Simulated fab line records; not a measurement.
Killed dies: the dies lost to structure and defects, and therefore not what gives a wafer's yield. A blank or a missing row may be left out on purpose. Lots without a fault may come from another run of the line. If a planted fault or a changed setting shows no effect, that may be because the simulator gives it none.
Problem report in the 8D (eight disciplines) form, filled by code -- flow n5-finfet -- the parts of the form that need people (team, actions taken, sign-off) are left out

== 1. PROBLEM STATEMENT ==
VT_P_LVT at N5_BEOL_M4_RC_MEAS_101 reads a mean of -120.9 mV on 2 wafers of 2 lots; wafers without a fault read -99.1 mV with a standard deviation of 2.8. That is -7.8 standard deviations from the usual mean.
First seen on wafer L918.2, day 9 08:45, on prober-01. The record has a number at this step for 24 wafers belonging to 8 lots. Rule for "out", or "out of limits": more than 4 standard deviations from the usual mean. All remaining wafers that have a number are taken as sound.

== 2. WHAT THIS IS AND IS NOT ==
question,is,is not
which readings at this step,"VT_P_LVT, VT_P, VT_P_LONG","DIBL_N, DIBL_P, IOFF_N, ION_N, SS_N, SS_P, VT_N"
which lots,"L918, L922","L914, L920, L928, L932, L934, L935"
which wafers of those lots,"L918.2, L922.1","L918.4, L918.6, L922.3, L922.4"
read on which gauges,prober-01,prober-02
when,from day 9 08:45,"up to then (5 sound wafers); but 17 sound wafers of L920, L922, L928, L932, L934, L935 came after"

== 3. WHAT RULES OUT EACH SUSPECT ==
Counting: a tool at a process step up to the reading stays a suspect if it ran every lot that is out. Sound lots after the first of them don't rule it out here, since some wafers of a struck lot are sound.
- the gauge at N5_BEOL_M4_RC_MEAS_101: kept. All the wafers that are out were read on prober-01, and no step on other tools shows them out.
- ald-metal-03 at N5_HKMG_FIN_PWFM_ALD_03 (deposits TiN, target thk 2 nm, pulse time 1 s, purge time 3 s): kept. It processed each lot that is out (first: L918, day 5 18:02); up to then, its last sound lot is L914 (day 4 16:16).
Remaining after the count are ald-metal-03 at N5_HKMG_FIN_PWFM_ALD_03 and prober-01 at N5_BEOL_M4_RC_MEAS_101.

== 4. THE CAUSE (what the simulator had put in) ==
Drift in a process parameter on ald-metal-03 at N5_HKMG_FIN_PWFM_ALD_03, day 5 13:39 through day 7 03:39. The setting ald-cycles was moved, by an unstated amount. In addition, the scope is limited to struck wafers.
After counting, 2 suspects remain, this tool included.

== 5. SEQUENCE OF EFFECTS, ordered by route ==
One row per reading whose mean, taken over the struck wafers that have a number, lies over 3 standard deviations from the usual. Only readings whose record carries a usual standard deviation are examined. hours: median over the lots of the time between each lot's start at the first step of this table that gives one and its start at this step. sigmas: the change, counted in usual standard deviations.
hours,step,reading,usual,on struck wafers,change,sigmas
0,N5_BEOL_M4_RC_MEAS_101,IOFF_P_85C,3.5 nA/um,1.9,-1.6,-3.0
0,N5_BEOL_M4_RC_MEAS_101,IOFF_P_LIN,0.097 nA/um,0.045,-0.052,-3.7
0,N5_BEOL_M4_RC_MEAS_101,IOFF_P_LONG,0.000104 nA/um,0.000068,-0.000036,-4.2
0,N5_BEOL_M4_RC_MEAS_101,ION_P,460 uA/um,424,-36,-5.0
0,N5_BEOL_M4_RC_MEAS_101,VT_P,-251 mV,-273,-22,-6.5
0,N5_BEOL_M4_RC_MEAS_101,VT_P_LONG,-275.3 mV,-298.9,-23.6,-7.9
0,N5_BEOL_M4_RC_MEAS_101,VT_P_LVT,-99.1 mV,-120.9,-21.8,-7.8
110,N5_PASSIVATION_PROBE_49,sort_bin_8_speed,0.0 %,48.0,+48.0,+99 or more
110,N5_PASSIVATION_PROBE_49,sort-n-pass,1078,513,-565,-31
110,N5_PASSIVATION_PROBE_49,sort-yield-pct,91.3 %,43.5,-47.8,-32
Its process steps:
- N5_PASSIVATION_PROBE_49

== 6. HOW IT WOULD HAVE BEEN CAUGHT EARLIER ==
Counted from the fault's start at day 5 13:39, it took 91 hours until the first out-of-limits reading at a measuring or inspecting step in this record, taken at day 9 08:45.
No tool reading at N5_HKMG_FIN_PWFM_ALD_03 that has a usual standard deviation in the record was out on any struck wafer, so an alarm limit of 4 standard deviations on those readings would not have fired.
By day 9 08:45, every lot that is out (2) had started N5_HKMG_FIN_PWFM_ALD_03 on ald-metal-03. None of them would have been spared by holding the tool at that moment.
